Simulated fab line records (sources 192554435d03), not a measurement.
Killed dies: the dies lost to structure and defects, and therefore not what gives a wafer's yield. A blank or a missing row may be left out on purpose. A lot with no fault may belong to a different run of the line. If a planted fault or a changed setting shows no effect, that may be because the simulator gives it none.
A struck lot beside a sound one :: flow n5-finfet :: 16 steps out of a route of 1938
Sound: the wafers L809.1, L809.4, L809.6. Struck: wafers L815.1, L815.2, L815.6. At the end, the cause is stated.
At each step with rows: each side's tool, then ch and its chambers, then its first start. Under that, the readings that differ: sound wafers :: struck wafers :: difference of the means :: sigmas: that difference in standard deviations of wafers without a fault.
alike: same words and numbers on both sides, and readings whose means sit less than 2 such deviations apart. not compared: any withheld reading, any reading some wafer has no value for, any bound like >300 that may hide the same value, and any number with overlapping values for which the record gives no deviation.
A row with sigmas, a row that says differs or no value, or rows on one side alone: a step with any of these is where the two part. Numbers that have no deviation but don't overlap get no sigmas and don't part them. A reading missing from all wafers of one side parts the sides only when that side holds two or more wafers.

N5_HKMG_FIN_ETCH_86: etches SOC in N2/H2, stops on TiN, target depth 393.2 nm.
  sound on rie-diel-01 ch 1,2,3, day 7 09:50; struck on rie-diel-06 ch 1,2, day 8 19:24
  alike: drypump-motor-current-A, oes-product-au, rf-vpp-V, showerhead-plenum-p-Torr, throttle-valve-pct
  not compared: rf-hours-counter-h
then, 2 steps without rows for these wafers: N5_HKMG_FIN_STRIP_89 (strips SOC in N2/H2, time 20 s); N5_HKMG_FIN_WET_ETCH_87 (etches TiN in SC1, time 154.2 s, target depth 4.7 nm, rinse time 30 s).
N5_HKMG_FIN_STRIP_88: strips in N2/H2, time 360 s.
  sound on plasma-asher-02 ch 0,1, day 7 10:06; struck on plasma-asher-02 ch 0,1, day 8 19:39
  alike: drypump-motor-current-A, heater-power-w
  not compared: rf-hours-counter-h
N5_HKMG_FIN_NWFM_ALD_20: deposits TiAlC, target thk 2 nm, pulse time 3 s, purge time 2 s.
  sound on ald-metal-02 ch 0,1,2, day 7 10:29; struck on ald-metal-03 ch 1,2, day 8 20:02
  alike: ald-cycles, heater-power-w, precursor-pulse-height-rel, susceptor-temp-C
N5_HKMG_FIN_ALD_71: deposits TiN, target thk 1 nm, pulse time 1 s, purge time 3 s.
  sound on ald-metal-02 ch 0,1,2, day 7 10:35; struck on ald-metal-03 ch 1,2, day 8 20:08
  alike: ald-cycles, heater-power-w, precursor-pulse-height-rel, susceptor-temp-C
then, 1 step without rows for these wafers: N5_HKMG_FIN_COAT_66 (time 60 s, resist thk 300 nm).
N5_HKMG_FIN_ETCH_67: etches SOC in N2/H2, stops on TiN, target depth 388.9 nm.
  sound on rie-diel-01 ch 2,3, day 7 10:55; struck on rie-diel-04 ch 2,3, day 8 20:34
  alike: drypump-motor-current-A, oes-product-au, rf-vpp-V, showerhead-plenum-p-Torr, throttle-valve-pct
  not compared: rf-hours-counter-h
then, 4 steps without rows for these wafers: N5_HKMG_FIN_STRIP_90 (strips SOC in N2/H2, time 20 s); N5_HKMG_FIN_WET_ETCH_73 (etches the open film in SC1, time 42.3 s, target depth 1.3 nm, rinse time 30 s); N5_HKMG_FIN_ETCHBACK_68 (etches the open film in Cl2/Ar, stops on HfO2, target depth 0.5 nm); N5_HKMG_FIN_STRIP_69 (strips in N2/H2, time 360 s).
N5_HKMG_FIN_ALD_21: deposits TiN, target thk 1.5 nm, pulse time 1 s, purge time 3 s.
  sound on ald-metal-03 ch 0,1,2, day 7 11:40; struck on ald-metal-02 ch 0,2, day 8 21:19
reading: ald-cycles
sound: 68 68 68
struck: 64 64 64
difference: -4
sigmas: 

reading: susceptor-temp-C (C)
sound: 399.97 399.80 400.22
struck: - - -
difference: no value on the struck wafers
sigmas: 
  alike: heater-power-w, precursor-pulse-height-rel
then, 1 step without rows for these wafers: N5_HKMG_FIN_ALD_72 (deposits W, target thk 2 nm, pulse time 1 s, purge time 2 s).
-- a jump in the record: the struck wafers' starts before and after are 5 days apart (it breaks off in module HKMG_FIN and resumes in module BEOL_M4, where the first step shown is number 1111 of the route) --
N5_BEOL_M4_RC_MEAS_101:
  sound on prober-01 ch 0, day 13 07:13; struck on prober-02 ch 0, day 14 01:40
  alike: DIBL_N, DIBL_P, IOFF_N, IOFF_P, ION_N, ION_P, SS_N, SS_P, VT_N, VT_P
after that, 1 step had no rows for these wafers: N5_PASSIVATION_PROBE_49.

== WHERE THEY PART ==
Only at N5_HKMG_FIN_ALD_21, as far as this record shows. Later steps at which nothing parts them and some readings are alike: N5_BEOL_M4_RC_MEAS_101.

WHY: what had been put in by the simulator
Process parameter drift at N5_HKMG_FIN_ALD_21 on ald-metal-02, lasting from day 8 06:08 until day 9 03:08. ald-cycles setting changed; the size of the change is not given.
